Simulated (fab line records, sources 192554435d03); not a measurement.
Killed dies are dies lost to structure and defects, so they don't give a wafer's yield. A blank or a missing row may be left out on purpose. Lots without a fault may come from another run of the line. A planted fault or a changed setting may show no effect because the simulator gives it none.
A struck lot beside a sound one | flow n5_finfet | 14 steps out of a route of 1938
Sound: wafers L770.3, L770.5, L770.6. Struck: wafer L782.3. (L782.4 of the same lot was not struck and is left out.) The cause comes at the end.
At each step with rows: each side's tool, then ch and its chambers, then its first start. Under that, the readings that differ: sound wafers | struck wafers | difference of the means | sigmas: that difference in standard deviations of wafers without a fault.
alike: readings whose means differ by less than 2 such deviations, and words and numbers that are the same on both sides. not compared: withheld readings, readings that some wafer has no value for, bounds like >300 that may hide the same value, and numbers for which the record gives no deviation and whose values overlap.
The two part at a step that has a row with sigmas, a row that says differs or no value, or rows on one side only. Numbers that don't overlap but have no deviation are shown without sigmas and don't part them. A reading that every wafer of one side lacks parts them only if that side has two wafers or more.

first, 3 steps without rows for these wafers: N5_BEOL_M6_EXPOSE_25 (exposes mask V5, target cd 40 nm); N5_BEOL_M6_PEB_26 (peb time 60 s); N5_BEOL_M6_DEVELOP_27 (develop time 30 s).
N5_BEOL_M6_CD_MEAS_28: target cd 40 nm.
  sound on cd_sem-01 ch 0, day 11 04:44; struck on cd_sem-03 ch 0, day 14 06:18
  alike: cd_nm
N5_BEOL_M6_OVL_MEAS_29:
  sound on overlay-02 ch 0, day 11 04:47; struck on overlay-01 ch 0, day 14 06:20
  alike: V5_OVL
N5_BEOL_M6_INSPECT_30: inspects for defects (brightfield).
  sound on defect_inspect-02, day 11 04:50; struck on defect_inspect-01, day 14 06:23
  alike: raw_defect_count
N5_BEOL_M6_DESCUM_33: chemistry O2, time 7 s.
  sound on rie_diel-02 ch 0,1,2, day 11 04:52; struck on rie_diel-03 ch 3, day 14 06:25
  alike: bias_power_w, drypump_motor_current_A, o2_flow_sccm, oes_product_au, rf_vpp_V, showerhead_plenum_p_Torr, throttle_valve_pct
  not compared: rf_hours_counter_h
N5_BEOL_M6_ETCH_72: etches underlayer in N2/H2, target depth 6.5 nm, time 5.2 s.
  sound on rie_diel-02 ch 0,1,2, day 11 04:55; struck on rie_diel-03 ch 3, day 14 06:28
  alike: drypump_motor_current_A, etch_rf_on_time_s, oes_product_au, rf_vpp_V, showerhead_plenum_p_Torr, throttle_valve_pct
  not compared: rf_hours_counter_h
N5_BEOL_M6_ETCH_65: etches SiARC in CF4, target depth 15.6 nm, time 26 s.
  sound on rie_diel-02 ch 0,1,2, day 11 04:55; struck on rie_diel-03 ch 3, day 14 06:28
  alike: drypump_motor_current_A, etch_rf_on_time_s, oes_product_au, rf_vpp_V, showerhead_plenum_p_Torr, throttle_valve_pct
  not compared: rf_hours_counter_h
N5_BEOL_M6_ETCH_66: etches SOC in N2/H2, target depth 80 nm, overetch 16 nm, time 120 s.
  sound on rie_diel-02 ch 0,1,2, day 11 04:57; struck on rie_diel-03 ch 3, day 14 06:30
  alike: drypump_motor_current_A, oes_product_au, rf_vpp_V, run_length_s, showerhead_plenum_p_Torr, throttle_valve_pct
  not compared: rf_hours_counter_h
then, 2 steps without rows for these wafers: N5_BEOL_M6_STRIP_69 (strips in N2/H2); N5_BEOL_M6_STRIP_73 (strips in N2/H2).
N5_BEOL_M6_VIA_ETCH_34: etches SiCOH lowk in C4F6/O2, target depth 126.3 nm, time 50.9 s.
  sound on rie_diel-02 ch 0,1,2, day 11 05:03; struck on rie_diel-03 ch 3, day 14 06:36
  reading                                  | sound             | struck | difference | sigmas
  rf_vpp_V (V)                             | 676 660 681       | 655    | -17        | -2
  run_length_s (s)                         | 73.9 74.6 74.5    | 77.4   | +3.1       | +8
  model.etch.depth_nm (nm)                 | 126.3 124.6 124.3 | 133.7  | +8.6       |
  model.SOC_of_BEOL_M6_COAT_63.thk_nm (nm) | 54 53.8 54.2      | 53.6   | -0.4       |
  alike: drypump_motor_current_A, oes_product_au, showerhead_plenum_p_Torr, throttle_valve_pct
  not compared: rf_hours_counter_h
then, 1 step without rows for these wafers: N5_BEOL_M6_STRIP_76 (strips in C4F6/O2).

WHERE THEY PART
Only at N5_BEOL_M6_VIA_ETCH_34, within this record.

WHY: what the simulator had put in
Process parameter drift: rie_diel-03, from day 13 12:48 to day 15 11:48, at N5_BEOL_M6_VIA_ETCH_34. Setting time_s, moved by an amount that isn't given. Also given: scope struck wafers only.
